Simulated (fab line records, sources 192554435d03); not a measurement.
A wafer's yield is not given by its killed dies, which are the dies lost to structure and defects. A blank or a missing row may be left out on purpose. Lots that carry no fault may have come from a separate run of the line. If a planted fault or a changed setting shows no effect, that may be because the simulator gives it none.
A lot that was struck, set against a sound lot | flow n5-finfet | 15 steps out of a route of 1938
Sound: these wafers, L821.1, L821.5, L821.6. The struck wafers were L829.2, L829.3, L829.6. At the end, the cause is stated.
At each step with rows: each side's tool, then ch and its chambers, then its first start. Under that, the readings that differ: sound wafers | struck wafers | difference of the means | sigmas: that difference in standard deviations of wafers without a fault.
alike: readings whose means differ by less than 2 such deviations, and words and numbers that are the same on both sides. not compared: withheld readings, readings that some wafer has no value for, bounds like >300 that may hide the same value, and numbers for which the record gives no deviation and whose values overlap.
Wherever a step has rows on one side only, a row that says differs or no value, or a row with sigmas, the two part there. Numbers that have no deviation but don't overlap get no sigmas and don't part them. A reading that every wafer of one side lacks parts them only if that side has two wafers or more.

N5_BEOL_M5_DEGAS_44: time 60 s.
  sound: pvd-sputter-01 at day 9 04:55; struck: pvd-sputter-01 at day 11 04:07
  alike: heater-power-w
N5_BEOL_M5_PRE_CLEAN_45: time 30 s.
  sound: pvd-sputter-01 at day 9 04:58; struck: pvd-sputter-01 at day 11 04:10
  alike: heater-power-w
then, 3 steps without rows for these wafers: N5_BEOL_M5_ALD_86 (deposits TaN, pulse time 2 s, purge time 3 s, co reactant purge time 2 s); N5_BEOL_M5_SURFACE_TREAT_87; N5_BEOL_M5_CVD_47 (deposits Co from CCTBA/H2, target thk 3 nm, time 216 s).
N5_BEOL_M5_SPUTTER_48: material Cu, target thk 15 nm, time 27.62 s.
  sound: pvd-sputter-01 at day 9 05:41; struck: pvd-sputter-01 at day 11 04:55
  alike: chamber-pressure-pa, throttle-valve-pct
then, 1 step without rows for these wafers: N5_BEOL_M5_ANNEAL_49 (time 1800 s).
N5_BEOL_M5_SPUTTER_81: material Cu, target thk 15 nm, time 27.62 s.
  sound: pvd-sputter-01 at day 9 06:46; struck: pvd-sputter-01 at day 11 06:01
  alike: chamber-pressure-pa, throttle-valve-pct
then, 2 steps without rows for these wafers: N5_BEOL_M5_ANNEAL_82 (time 1800 s); N5_BEOL_M5_SPUTTER_83 (material Cu, target thk 15 nm, time 27.62 s).
N5_BEOL_M5_ANNEAL_84: time 1800 s.
  sound: pvd-sputter-01 at day 9 07:56; struck: pvd-sputter-01 at day 11 07:10
  alike: heater-power-w, susceptor-temp-C
then, 1 step without rows for these wafers: N5_BEOL_M5_SPUTTER_88 (material Cu, target thk 15 nm, time 27.62 s).
N5_BEOL_M5_ANNEAL_89: time 1800 s.
  sound: pvd-sputter-01 at day 9 09:01; struck: pvd-sputter-01 at day 11 08:16
  no value came back on the struck wafers for heater-power-w (W), susceptor-temp-C (C); on the sound wafers heater-power-w (W) reads 871 811 847
then, 1 step without rows for these wafers: N5_BEOL_M5_SPUTTER_90 (material Cu, target thk 4.5 nm, time 8.29 s).
N5_PASSIVATION_PROBE_49:
  the record has rows for the sound wafers here (prober-02, day 13 02:25) and none for the struck ones

WHERE THEY PART
Last at N5_PASSIVATION_PROBE_49 as far as this record goes, first at N5_BEOL_M5_ANNEAL_89.

WHY: what the simulator had put in
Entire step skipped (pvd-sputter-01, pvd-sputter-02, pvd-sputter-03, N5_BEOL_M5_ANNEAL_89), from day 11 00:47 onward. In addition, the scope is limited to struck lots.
